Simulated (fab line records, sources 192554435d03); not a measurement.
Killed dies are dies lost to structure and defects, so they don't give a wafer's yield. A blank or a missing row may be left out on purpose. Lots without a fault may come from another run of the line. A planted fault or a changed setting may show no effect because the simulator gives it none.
fab line records | flow n5_finfet
record lots=7 wafers=21 last_day=22
route steps=1938 shown BEOL_M7@1281 BEOL_M15@1830
lots that met no fault: from a run of the same line without faults
start_h: hours from the record's first day to the start of the lot's first wafer shown | wait_h: hours since the lot's step before | " the same as in the row above | L1.1+2: a row that stands for several wafers | - no value, or no start given | * or withheld: withheld | < > ~ a bound
route shown NAME@n: a module of which the file shows steps, and the number in the route of the first | usual: mean/standard deviation of fault-free wafers | same: alike in all rows | chamber/n: place in a boat | sites: the reading at each site | _std_site: their standard deviation | _edge_site: outer sites' mean less inner sites' | radius_mm: how far each site lies from the wafer's centre | mask NAME#n: copy n | behind: the tool/chamber that last shaped the wafer | hold: why the lot was held/for how many hours/how that ended | device: the transistor (n, p or np) that didn't switch | end of line: the same wafers' tests at the end of the route | a step without rows: its recipe alone | killed: dies lost to structure and defects at the first sort, not the wafer's yield | map: a wafer's dies, x killed, . not, _ none there
set.NAME: the setting as run; set.NAME@STEP: as run at that earlier step | model.NAME: the simulator's own value behind a step, which no gauge read
steps of the route over a sample of lots; a table a step, a row a wafer
services: from which hour (start_h, from the record's first day; less than 0 if before it) a tool's chamber was out of use, for how many hours, and why
## steps
# step N5_BEOL_M7_ETCH_62
# recipe chemistry=N2/H2 target=SOC target_depth_a=1100 overetch_a=220 mask_material=SiARC temp_c=40 time_s=165 ion_energy_ev=200 pressure_mtorr=30 source_w=840 bias_w=150 n2_flow_sccm=200 h2_flow_sccm=200
# usual bias_w=150.0/0.42 drypump_motor_current_A=5.8/0.34 oes_product_au=0.70/0.058 rf_vpp_V=524.5/2.5 showerhead_plenum_p_Torr=2.57/0.085 throttle_valve_pct=17.80/0.21
# columns lot.wafer tool chamber start_h wait_h bias_w drypump_motor_current_A oes_product_au rf_hours_counter_h rf_vpp_V showerhead_plenum_p_Torr throttle_valve_pct
L900.1 rie_diel-01 0 247.91 0.0 150.4 5.4 0.73 31 521.5 2.49 17.75
L900.4 " 2 " " 149.9 5.7 0.67 92 525.9 2.57 18.07
L900.6 " 1 " " 150.0 5.7 0.84 - 528.5 2.72 17.81
L899.4 rie_diel-01 0 256.78 0.1 149.7 5.4 0.75 - 521.5 2.49 17.75
L899.5 " 3 " " 150.0 6.1 0.72 - 524.8 2.59 17.69
L899.6 " 1 " " 150.4 5.7 0.82 - 529.1 2.72 17.79
L903.3 rie_diel-06 3 282.35 0.0 150.2 5.8 0.58 258 519.9 2.40 17.77
L903.4 " 2 " " 150.5 5.5 0.65 - 526.5 2.56 17.70
L903.5 " 3 " " 151.1 5.8 0.57 - 520.4 2.40 17.77
L904.1 rie_diel-01 2 318.05 0.0 150.3 5.7 0.67 106 524.8 2.56 18.10
L904.2 " 0 " " 150.7 5.4 0.72 50 522.3 2.48 17.80
L904.4 " 1 " " 150.2 5.6 0.78 16 528.4 2.71 17.82
L918.4 rie_diel-01 0 395.35 0.0 149.7 5.4 0.71 65 523.5 2.47 17.83
L918.5 " 1 " " 150.9 5.6 0.75 - 526.8 2.70 17.86
L918.6 " 2 " " 149.8 5.7 0.64 - 525.8 2.56 18.14
L914.1 rie_diel-06 1 399.52 0.0 150.5 6.3 0.72 59 523.2 2.48 17.88
L914.2 " 3 " " 149.9 5.8 0.77 18 527.5 2.71 17.37
L914.3 " 0 " " 150.6 6.5 0.62 198 526.1 2.63 17.91
L916.1 rie_diel-01 2 421.65 0.0 149.6 5.7 0.64 132 522.5 2.55 18.14
L916.4 " 3 " " 150.2 6.1 0.69 91 524.6 2.57 17.76
L916.5 " 2 " " 150.6 5.7 0.64 - 523.9 2.55 18.15
# step N5_BEOL_M7_CD_MEAS_18
# recipe pitch_nm=80 target_cd_nm=40
# usual cd_nm=39.9/0.5
# columns lot.wafer tool chamber start_h wait_h cd_nm
L900.1 cd_sem-01 - 248.28 0.0 39.6
L900.4 " - " " 39.7
L900.6 " - " " 40.0
L899.4 cd_sem-02 - 257.08 0.1 40.2
L899.5 " - " " 41.0
L899.6 " - " " 40.2
L903.3 cd_sem-03 - 282.72 0.1 38.9
L903.4 " - " " 39.2
L903.5 " - " " 38.6
L904.1 cd_sem-03 - 318.48 0.0 39.8
L904.2 " - " " 40.3
L904.4 " - " " 39.7
L918.4 cd_sem-02 - 395.77 0.1 39.8
L918.5 " - " " 39.8
L918.6 " - " " 40.2
L914.1 cd_sem-03 - 400.00 0.0 39.8
L914.2 " - " " 39.6
L914.3 " - " " 39.3
L916.1 cd_sem-03 - 422.11 0.0 41.1
L916.4 " - " " 40.7
L916.5 " - " " 40.9
# step N5_BEOL_M7_TRENCH_ETCH_37
# recipe chemistry=C4F6/O2 target_depth_a=934.78 target=SiCOH_lowk time_s=31.2 ion_energy_ev=250 pressure_mtorr=30 source_w=345 bias_w=185 Ar_flow_sccm=300 C4F6_flow_sccm=10 O2_flow_sccm=10
# usual O2_flow_sccm=10.000/0.028 bias_w=185.1/0.57 drypump_motor_current_A=5.8/0.37 oes_product_au=0.83/0.072 rf_vpp_V=662/8 showerhead_plenum_p_Torr=2.86/0.089 throttle_valve_pct=20.88/0.21
# columns lot.wafer tool chamber start_h wait_h O2_flow_sccm bias_w drypump_motor_current_A oes_product_au rf_hours_counter_h rf_vpp_V showerhead_plenum_p_Torr throttle_valve_pct
L900.1 rie_diel-01 2 251.67 - 10.038 185.8 5.7 0.80 93 673 2.87 21.15
L900.4 " 3 " " 10.039 184.5 6.0 0.87 51 653 2.89 20.75
L900.6 " 0 " " 9.954 183.3 5.4 0.88 - 660 2.80 20.98
L899.4 rie_diel-01 1 262.99 - 10.006 186.0 5.6 0.97 - 670 3.03 20.84
L899.5 " 3 " " 9.984 185.7 6.1 0.88 - 652 2.88 20.77
L899.6 " 0 " " 10.009 185.3 5.4 0.88 - 658 2.80 20.96
L903.3 rie_diel-01 1 286.32 - 10.008 158.2 5.6 0.91 12 592 3.03 20.85
L903.4 " 0 " " 10.003 159.9 5.4 0.83 42 582 2.79 20.96
L903.5 " 3 " " 9.979 159.0 6.1 0.84 - 576 2.88 20.76
L904.1 rie_diel-01 2 322.68 - 9.991 158.6 5.7 0.76 107 595 2.86 21.15
L904.2 " 1 " " 9.977 157.5 5.7 0.88 17 592 3.02 20.85
L904.4 " 3 " " 9.982 158.5 6.1 0.83 68 576 2.88 20.75
L918.4 rie_diel-06 3 398.14 - 10.023 184.4 5.8 0.92 17 667 3.02 20.46
L918.5 " 3 " " 9.963 184.2 5.8 0.91 - 665 3.02 20.46
L918.6 " 2 " " 9.988 185.0 5.5 0.75 - 661 2.85 20.94
L914.1 rie_diel-01 0 404.56 - 10.004 185.3 5.4 0.83 69 659 2.78 20.99
L914.2 " 3 " " 9.968 185.2 6.0 0.83 86 653 2.87 20.80
L914.3 " 2 " " 9.981 185.0 5.7 0.77 126 671 2.85 21.21
L916.1 rie_diel-03 3 424.33 - 10.029 184.5 6.2 0.73 163 655 2.73 20.81
L916.4 " 0 " " 10.013 185.5 6.0 0.79 107 672 2.76 21.18
L916.5 " 1 " " 10.007 184.0 5.2 0.90 - 673 2.90 20.44
# step N5_BEOL_M7_OCD_MEAS_38
# usual trench_depth_nm=93.5/1.1
# columns lot.wafer tool chamber start_h wait_h trench_depth_nm
L900.1 ocd-01 - 251.83 - 93.0
L900.4 " - " " 93.9
L900.6 " - " " 94.6
L899.4 ocd-02 - 263.13 - 93.9
L899.5 " - " " 95.6
L899.6 " - " " 95.2
L903.3 ocd-01 - 286.48 - 89.1
L903.4 " - " " 89.7
L903.5 " - " " 89.7
L904.1 ocd-02 - 322.83 - 88.3
L904.2 " - " " 89.0
L904.4 " - " " 91.6
L918.4 ocd-01 - 398.30 - 95.5
L918.5 " - " " 94.3
L918.6 " - " " 93.1
L914.1 ocd-01 - 404.71 - 94.8
L914.2 " - " " 95.6
L914.3 " - " " 93.3
L916.1 ocd-01 - 424.48 - 91.0
L916.4 " - " " 92.8
L916.5 " - " " 93.3
# step N5_BEOL_M7_SURFACE_TREAT_79
# recipe gas=Ar time_s=* ion_energy_ev=* ion_current_ma_cm2=0.5 pressure_mtorr=* ar_flow_sccm=30
# usual throttle_valve_pct=*
# columns lot.wafer tool chamber start_h wait_h throttle_valve_pct
L900.1 pvd_sputter-01 - 252.81 0.2 *
L900.4 " - " " *
L900.6 " - " " *
L899.4 pvd_sputter-02 - 265.63 1.2 *
L899.5 " - " " *
L899.6 " - " " *
L903.3 pvd_sputter-02 - 288.00 0.7 *
L903.4 " - " " *
L903.5 " - " " *
L904.1 pvd_sputter-03 - 323.82 0.2 *
L904.2 " - " " *
L904.4 " - " " *
L918.4 pvd_sputter-03 - 399.25 0.0 *
L918.5 " - " " *
L918.6 " - " " *
L914.1 pvd_sputter-02 - 406.00 0.3 *
L914.2 " - " " *
L914.3 " - " " *
L916.1 pvd_sputter-01 - 425.73 0.2 *
L916.4 " - " " *
L916.5 " - " " *
# step N5_BEOL_M7_RS_MEAS_57
# recipe thk_meas_gauge=four-point-probe reads=Cu_of_BEOL_M7_ECD_50+Co_of_BEOL_M7_CVD_78+TaN_of_BEOL_M7_ALD_77
# usual M7_RS=0.286/0.0067
# columns lot.wafer tool chamber start_h wait_h M7_RS[ohm/sq]
L900.1 film_metro-02 - 253.92 0.1 0.284
L900.4 " - " " 0.273
L900.6 " - " " 0.273
L899.4 film_metro-02 - 266.96 0.0 0.290
L899.5 " - " " 0.282
L899.6 " - " " 0.284
L903.3 film_metro-02 - 289.24 0.1 0.317
L903.4 " - " " 0.300
L903.5 " - " " 0.303
L904.1 film_metro-02 - 324.97 0.1 0.310
L904.2 " - " " 0.306
L904.4 " - " " 0.290
L918.4 film_metro-02 - 400.45 0.0 0.281
L918.5 " - " " 0.275
L918.6 " - " " 0.284
L914.1 film_metro-02 - 407.33 0.1 0.279
L914.2 " - " " 0.277
L914.3 " - " " 0.282
L916.1 film_metro-02 - 427.34 0.1 0.293
L916.4 " - " " 0.287
L916.5 " - " " 0.283
# step N5_BEOL_M15_RC_MEAS_101
# usual etest_temp_c=25.01/0.1 COMB_M10=1.6e-11/3.1e-12 COMB_M11=1.51e-11/2.9e-12 COMB_M12=7.3e-12/1.4e-12 COMB_M13=5.6e-12/1e-12 COMB_M13_max_site=7.8e-12/1.6e-12 COMB_M14=4.4e-12/7.7e-13 COMB_M15=3.2e-12/5.3e-13 COMB_M5=3.8e-11/7e-12 COMB_M6=2.7e-11/4.8e-12 COMB_M7=2.6e-11/5.5e-12 COMB_M8=2.6e-11/4.4e-12 COMB_M9=1.55e-11/2.9e-12 SERP_M10=3.08/0.069 SERP_M11=3.08/0.068 SERP_M12=0.636/0.014 SERP_M12_max_site=0.649/0.014 SERP_M13=0.306/0.0057 SERP_M14=0.161/0.0031 SERP_M5=38.3/1 SERP_M6=13.7/0.48 SERP_M7=13.8/0.42 SERP_M8=13.9/0.57 SERP_M9=3.06/0.076
# columns lot.wafer tool chamber start_h wait_h etest_temp_c COMB_M10[S/m] COMB_M11[S/m] COMB_M12[S/m] COMB_M13[S/m] COMB_M13_max_site[S/m] COMB_M14[S/m] COMB_M15[S/m] COMB_M5[S/m] COMB_M6[S/m] COMB_M7[S/m] COMB_M8[S/m] COMB_M9[S/m] SERP_M10[ohm/um] SERP_M11[ohm/um] SERP_M12[ohm/um] SERP_M12_max_site[ohm/um] SERP_M13[ohm/um] SERP_M14[ohm/um] SERP_M5[ohm/um] SERP_M6[ohm/um] SERP_M7[ohm/um] SERP_M8[ohm/um] SERP_M9[ohm/um]
L900.1 prober-01 0 313.29 0.0 25.02 2e-11 1.56e-11 4.8e-12 5.7e-12 7e-12 3.6e-12 2.5e-12 3.6e-11 2.6e-11 1.5e-11 2.1e-11 9e-12 3.12 3.07 0.637 0.649 0.315 0.165 37.1 13.1 14.2 12.7 3.14
L900.4 " 0 " " 24.96 1.7e-11 1.44e-11 5.2e-12 4.4e-12 6.4e-12 4.1e-12 2.6e-12 3.1e-11 2.3e-11 2.4e-11 2.2e-11 1.66e-11 3.15 3.05 0.658 0.667 0.303 0.165 38.3 13.7 13.6 14.1 3.12
L900.6 " 0 " " 24.93 2.1e-11 1.37e-11 5.8e-12 5.9e-12 6.9e-12 3.9e-12 2.9e-12 4.4e-11 2.4e-11 2.3e-11 2.3e-11 1.65e-11 3.07 3.12 0.644 0.658 0.312 0.156 38.1 13.4 13.2 13.2 3.14
L899.4 prober-02 0 319.79 0.5 25.08 1.7e-11 1.49e-11 7.2e-12 7.4e-12 9.1e-12 4.6e-12 3.7e-12 3.3e-11 2.6e-11 2.4e-11 3.1e-11 1.4e-11 3.20 3.04 0.644 0.657 0.311 0.163 37.8 14.1 14.0 13.7 3.05
L899.5 " 0 " " 25.09 1.9e-11 1.31e-11 8.9e-12 7.2e-12 9.3e-12 4.2e-12 3.1e-12 2.4e-11 3.3e-11 2.2e-11 2.5e-11 1.27e-11 3.15 3.07 0.623 0.637 0.313 0.163 39.4 13.4 13.5 14.5 3.13
L899.6 " 0 " " 25.06 1.7e-11 1.75e-11 4.2e-12 5.5e-12 7.9e-12 4.5e-12 2.6e-12 3.6e-11 3.1e-11 2.6e-11 3.1e-11 1.26e-11 3.16 3.15 0.646 0.663 0.311 0.160 39.1 13.7 13.5 14.8 3.08
L903.3 prober-02 0 344.30 0.3 25.01 1.2e-11 1.15e-11 6e-12 5e-12 8e-12 5.2e-12 2.9e-12 4e-11 1.9e-11 2.1e-11 2.7e-11 1.85e-11 3.13 3.07 0.628 0.654 0.307 0.152 36.8 14.4 15.5 14.1 3.13
L903.4 " 0 " " 25.16 1.7e-11 1.65e-11 6.1e-12 5.4e-12 6.6e-12 3.7e-12 3.8e-12 3.7e-11 1.8e-11 2.6e-11 2.9e-11 1.97e-11 3.13 3.01 0.644 0.661 0.307 0.155 36.6 13.8 14.8 14.5 3.07
L903.5 " 0 " " 25.01 1.1e-11 1.78e-11 5.2e-12 4.8e-12 5.8e-12 3.7e-12 3e-12 4.7e-11 2e-11 3.4e-11 2.5e-11 1.42e-11 3.18 3.03 0.638 0.661 0.305 0.160 39.6 14.1 15.1 14.2 3.08
L904.1 prober-02 0 374.93 0.0 25.05 1.1e-11 1.17e-11 6.1e-12 4.3e-12 6.3e-12 5.9e-12 3e-12 5.2e-11 3.1e-11 2.6e-11 3e-11 2.03e-11 3.02 3.06 0.638 0.655 0.313 0.161 39.2 14.6 14.9 14.2 2.92
L904.2 " 0 " " 25.05 1.3e-11 1.15e-11 9.3e-12 4.6e-12 6.8e-12 3.6e-12 2.9e-12 5.4e-11 2.7e-11 3e-11 2.7e-11 1.42e-11 3.13 3.07 0.627 0.640 0.307 0.161 37.1 13.6 14.8 13.9 3.04
L904.4 " 0 " " 24.99 1.2e-11 1.44e-11 7.9e-12 6.8e-12 8.6e-12 4.6e-12 3.9e-12 3.6e-11 2.7e-11 2.5e-11 2.6e-11 1.05e-11 3.08 3.15 0.636 0.641 0.308 0.164 38.8 13.7 14.3 14.4 2.90
L918.4 prober-01 0 463.28 0.5 24.92 1.5e-11 1.33e-11 8.3e-12 5e-12 7.1e-12 5.9e-12 3.7e-12 3.1e-11 2.6e-11 2.5e-11 2.3e-11 1.76e-11 3.24 3.16 0.650 0.669 0.306 0.158 38.4 13.8 13.9 13.3 3.11
L918.5 " 0 " " 25.02 1.7e-11 1.16e-11 7e-12 5.7e-12 8.2e-12 4.8e-12 3.8e-12 4.8e-11 2.8e-11 2.2e-11 3.1e-11 1.93e-11 3.10 3.20 0.647 0.662 0.297 0.160 37.5 13.7 13.5 14.7 3.07
L918.6 " 0 " " 24.83 1.8e-11 1.22e-11 9.8e-12 4.2e-12 5.4e-12 4.4e-12 3.5e-12 3.2e-11 3.5e-11 2.5e-11 2.8e-11 1.76e-11 3.20 3.05 0.641 0.661 0.299 0.164 37.2 15.3 13.4 13.1 3.11
L914.1 prober-02 0 471.01 0.0 24.97 1.7e-11 1.71e-11 7.8e-12 8.6e-12 1.19e-11 3.5e-12 3.5e-12 4.5e-11 2.2e-11 1.9e-11 2.3e-11 1.42e-11 2.95 3.06 0.627 0.645 0.305 0.158 37.7 13.7 13.4 13.9 3.09
L914.2 " 0 " " 25.05 1.7e-11 1.68e-11 7.6e-12 9e-12 1.04e-11 3.9e-12 3.2e-12 5.7e-11 4.2e-11 1.8e-11 2.6e-11 1.69e-11 3.13 3.11 0.614 0.620 0.306 0.156 38.8 13.4 13.5 14.4 3.07
L914.3 " 0 " " 24.94 1.5e-11 1.92e-11 6.7e-12 5.7e-12 1.05e-11 3e-12 3.3e-12 3.4e-11 2.7e-11 1.8e-11 2.9e-11 1.51e-11 3.15 3.13 0.625 0.641 0.311 0.166 38.4 14.5 13.9 13.7 3.11
L916.1 prober-02 0 505.90 0.0 25.14 1.2e-11 1.87e-11 8.7e-12 6.7e-12 7.4e-12 4.7e-12 3.4e-12 4.6e-11 2.8e-11 3.3e-11 2.3e-11 1.78e-11 2.99 3.14 0.669 0.681 0.321 0.162 37.6 12.6 13.4 14.3 2.95
L916.4 " 0 " " 25.04 2e-11 1.4e-11 8.8e-12 5.4e-12 8e-12 5.1e-12 4.4e-12 3.8e-11 3e-11 2.6e-11 2.8e-11 1.13e-11 3.06 3.14 0.635 0.649 0.314 0.157 38.1 13.6 13.4 14.7 3.02
L916.5 " 0 " " 25.07 1.6e-11 1.29e-11 6.4e-12 5.1e-12 6.4e-12 5.1e-12 3.5e-12 3.8e-11 2.3e-11 2.5e-11 2.6e-11 1.24e-11 2.93 3.22 0.673 0.683 0.317 0.164 36.7 13.1 13.2 14.2 3.05
# sites SERP_M7 radius_mm=0,75,75,75,75,140,140,140,140
L900.1 14.8 14.5 14.2 14.5 14.4 13.2 13.2 13.1 13.2
L899.4 13.6 14.0 14.5 14.0 13.8 13.6 14.6 14.1 13.4
L903.3 14.6 15.5 15.0 15.4 14.8 15.9 16.3 16.0 15.7
L904.1 15.2 15.1 14.5 15.1 15.4 14.8 14.2 14.8 14.9
L918.4 14.4 14.0 14.1 13.9 14.1 12.9 13.4 13.0 13.1
L914.1 13.4 12.9 13.2 13.4 13.5 13.3 14.0 13.3 14.3
L916.1 13.4 12.9 13.7 13.4 13.7 13.3 13.9 13.3 13.5
## services
# columns tool chamber start_h hours kind
rie_diel-01 - 225.35 2.8 pm
rie_diel-01 1 228.66 - clean
rie_diel-01 1 228.66 - consumable_replace:focus_ring
rie_diel-01 1 228.66 - consumable_replace:showerhead
rie_diel-01 1 228.66 18.6 scheduled_down
rie_diel-01 1 228.66 18.6 vent_cycle
rie_diel-01 2 254.21 11.8 repair
rie_diel-06 3 270.58 2.7 repair
pvd_sputter-03 - 273.75 1.9 repair
rie_diel-03 1 291.71 - clean
rie_diel-03 1 291.71 - consumable_replace:focus_ring
rie_diel-03 1 291.71 26.1 scheduled_down
rie_diel-03 1 291.71 26.1 vent_cycle
rie_diel-06 3 293.02 - clean
rie_diel-06 3 293.02 - consumable_replace:focus_ring
rie_diel-06 3 293.02 - consumable_replace:showerhead
rie_diel-06 3 293.02 24.9 scheduled_down
rie_diel-06 3 293.02 24.9 vent_cycle
rie_diel-01 0 323.77 1.3 repair
pvd_sputter-03 - 368.86 6.0 repair
rie_diel-01 - 424.75 0.6 repair
## key
first_sign step=N5_BEOL_M7_TRENCH_ETCH_37 reading=bias_w direction=down sigmas=46 usual=* struck=*
effect step=N5_BEOL_M7_TRENCH_ETCH_37 reading=rf_vpp_V direction=down sigmas=9.7 usual=662 struck=586
effect step=N5_BEOL_M7_OCD_MEAS_38 reading=trench_depth_nm direction=down sigmas=3.5 usual=93.5 struck=89.6
effect step=N5_BEOL_M7_RS_MEAS_57 reading=M7_RS direction=up sigmas=2.8 usual=0.286 struck=0.304
effect step=N5_BEOL_M15_RC_MEAS_101 reading=SERP_M7 direction=up sigmas=2.5 usual=13.8 struck=14.9
met_at N5_BEOL_M7_TRENCH_ETCH_37
struck_lots L903,L904
not_acting_at N5_BEOL_M7_ETCH_62,N5_BEOL_M7_CD_MEAS_18,N5_BEOL_M7_SURFACE_TREAT_79
onset_between 262.99 286.32
fault kind=process_parameter_drift tool=rie_diel-01 chamber=- onset_h=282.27 steps=N5_BEOL_M7_TRENCH_ETCH_37 channel=bias_w offset=* shape=step end_h=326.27 acts_in=* stated=*
